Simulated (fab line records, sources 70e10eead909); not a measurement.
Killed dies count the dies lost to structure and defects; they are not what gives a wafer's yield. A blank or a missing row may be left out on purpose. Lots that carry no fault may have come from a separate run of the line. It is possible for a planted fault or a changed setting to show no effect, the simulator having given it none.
8D (eight disciplines) problem report, filled in by code / flow nand harc / the parts of the form that need people (team, actions taken, sign-off) are left out

## 1. THE ISSUE
At NHARC_A_CONTACT_ETCH_90, oes product au averages 0.76 a.u. over 5 wafers from 3 lots, while fault-free wafers read 0.95 a.u., standard deviation 0.036. That puts it -5.3 standard deviations away from the usual mean.
The step: etches the open film in CH3F/O2, target depth 40 nm, time 85.7 s.
Seen first at day 18 20:47 on rie diel-05, wafer L574.3. Wafers with a number at this step in the record: 36, from 12 lots. Rule for "out" (also "out of limits"): further than 4 standard deviations from the usual mean. The rest of the wafers with a number are treated as sound.

## 2. WHAT IT IS AND WHAT IT IS NOT
question=which readings at this step | is=oes product au | is not=drypump motor current A, rf vpp V, showerhead plenum p Torr, throttle valve pct
question=which lots | is=L574, L576, L577 | is not=L566, L567, L568, L569, L575, L583, L587, L588, L589
question=which wafers of those lots | is=L574.3, L574.4, L576.4, L577.3, L577.6 | is not=L574.2, L576.2, L576.5, L577.1
question=read on which tools | is=rie diel-05 | is not=rie diel-08
question=when | is=from day 18 20:47 | is not=up to then (13 sound wafers); but 18 sound wafers of L575, L576, L577, L583, L587, L588, L589 came after

## 3. WHAT RULES OUT EACH SUSPECT
Counting: a tool at a process step up to the reading stays a suspect if it ran every lot that is out. Sound lots after the first of them don't rule it out here, since some wafers of a struck lot are sound.
- rie diel-05 at NHARC_A_CONTACT_ETCH_50 (etches the open film in CF4/CHF3, target depth 84.7 nm, time 42.4 s): kept. It processed each lot that is out (first: L574, day 18 19:17); up to then, its last sound lot is L569 (day 16 15:28). NHARC_A_CONTACT_ETCH_50 gives no start for some lots, so the hours and the order of its lots are those of NHARC_A_CONTACT_ETCH_113.
- rie diel-05 at NHARC_A_CONTACT_ETCH_90 (etches the open film in CH3F/O2, target depth 40 nm, time 85.7 s): kept. It processed each lot that is out (first: L574, day 18 20:47); up to then, its last sound lot is L566 (day 15 22:27). Out on those wafers are its own readings of oes product au.
Remaining after the count are rie diel-05 at NHARC_A_CONTACT_ETCH_50 and rie diel-05 at NHARC_A_CONTACT_ETCH_90.

## 4. THE CAUSE (what the simulator had put in)
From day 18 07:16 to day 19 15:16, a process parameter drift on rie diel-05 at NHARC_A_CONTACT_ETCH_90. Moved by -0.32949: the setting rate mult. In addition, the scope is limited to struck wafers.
Of the 2 suspects that counting leaves, this tool is one.

## 5. SEQUENCE OF EFFECTS, ordered by route
Each row: a reading whose mean over the struck wafers that have a number lies more than 3 standard deviations from the usual. Only readings for which the record gives a usual standard deviation are gone through. hours: the time from each lot's start at the first step in this table that gives one to its start at this step, as a median over the lots. sigmas: the change in usual standard deviations.
hours=0; step=NHARC_A_CONTACT_ETCH_90; reading=oes product au; usual=0.95 a.u.; on struck wafers=0.76; change=-0.19; sigmas=-5.3
hours=73; step=NHARC_END_SORT_01; reading=killed at other; usual=0.6; on struck wafers=4.0; change=+3.4; sigmas=+3.4
Process steps it contains:
- NHARC_A_CONTACT_ETCH_90: etches the open film in CH3F/O2, target depth 40 nm, time 85.7 s.

## 6. HOW IT WOULD HAVE BEEN CAUGHT EARLIER
In this record no reading fell out of limits until day 18 20:47, 14 hours after the fault had begun at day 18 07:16.
